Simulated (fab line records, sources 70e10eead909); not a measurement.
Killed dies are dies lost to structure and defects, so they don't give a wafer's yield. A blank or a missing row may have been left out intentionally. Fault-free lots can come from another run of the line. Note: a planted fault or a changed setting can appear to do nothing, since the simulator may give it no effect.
The same fault as seen by 2 desks || flow nand harc || each desk holds nothing but its own numbers, with what lay behind them at the end

THE TOOL OWNER'S DESK: rie diel-08
The tool's own readings at NHARC_A_BLC_STRIP_29 (strips in CF4): means of the sampled wafers that have a number, for each lot that ran on this tool. If a lot's mean is further than 4 standard deviations from the usual mean, the lot is out of limits and carries the mark OUT (the distance appears in the brackets).
Columns: A = drypump motor current A at NHARC_A_BLC_STRIP_29, usual 5.7 A; B = oes product au at NHARC_A_BLC_STRIP_29, usual 0.997 a.u.; C = rf vpp V at NHARC_A_BLC_STRIP_29, usual 59.3 V; D = showerhead plenum p Torr at NHARC_A_BLC_STRIP_29, usual 1.77 Torr; E = throttle valve pct at NHARC_A_BLC_STRIP_29, usual 13.285 %
{"lot": "L557", "first seen here": "day 17 08:03", "A": 5.7, "B": 1.005, "C": 59.5, "D": 1.75, "E": 13.289}
{"lot": "L556", "first seen here": "day 17 09:41", "A": 5.7, "B": 0.993, "C": 59.6, "D": 1.78, "E": 13.285}
{"lot": "L560", "first seen here": "day 18 08:11", "A": 5.4, "B": 1.004, "C": 59.2, "D": 1.69, "E": 13.283}
{"lot": "L570", "first seen here": "day 21 19:58", "A": 5.5, "B": 0.991, "C": 58.3, "D": 1.72, "E": 13.284}
{"lot": "L572", "first seen here": "day 21 22:35", "A": 5.7, "B": 1.004, "C": 59.3, "D": 1.74, "E": 13.281}
{"lot": "L574", "first seen here": "day 22 01:16", "A": 5.6, "B": 0.999, "C": 59.6, "D": 1.75, "E": 13.293}
Result from this desk: across the 6 lots, nothing is out of limits.

METROLOGY DESK
What the gauges read, lot by lot, whatever tool the lot ran on: means of the sampled wafers that have a number. If a lot's mean is further than 4 standard deviations from the usual mean, the lot is out of limits and carries the mark OUT (the distance appears in the brackets).
Columns: A = overlay x nm at NHARC_HYBRID_BOND_OVL_MEAS_05, usual 5 nm; B = overlay y nm at NHARC_HYBRID_BOND_OVL_MEAS_05, usual -1 nm
{"lot": "L557", "first seen here": "day 18 20:06", "A": -4, "B": -20}
{"lot": "L556", "first seen here": "day 18 20:07", "A": 6, "B": -26}
{"lot": "L560", "first seen here": "day 19 09:16", "A": 3, "B": -6}
{"lot": "L561", "first seen here": "day 20 08:04", "A": 6, "B": 7}
{"lot": "L562", "first seen here": "day 20 08:04", "A": 32, "B": 12}
{"lot": "L565", "first seen here": "day 20 08:05", "A": 35, "B": 3}
{"lot": "L568", "first seen here": "day 21 11:56", "A": 7, "B": -19}
{"lot": "L570", "first seen here": "day 22 18:57", "A": -7, "B": -29}
{"lot": "L574", "first seen here": "day 22 23:14", "A": 7, "B": 32}
{"lot": "L572", "first seen here": "day 22 23:15", "A": 18, "B": -1}
{"lot": "L575", "first seen here": "day 22 23:15", "A": 31, "B": -14}
{"lot": "L578", "first seen here": "day 23 11:56", "A": 4, "B": 29}
Result from this desk: across the 12 lots, nothing is out of limits.

BROUGHT TOGETHER
The desk of the tool owner found nothing out of limits.
Metrology desk: nothing out of limits seen.

WHAT WAS PUT IN BY THE SIMULATOR
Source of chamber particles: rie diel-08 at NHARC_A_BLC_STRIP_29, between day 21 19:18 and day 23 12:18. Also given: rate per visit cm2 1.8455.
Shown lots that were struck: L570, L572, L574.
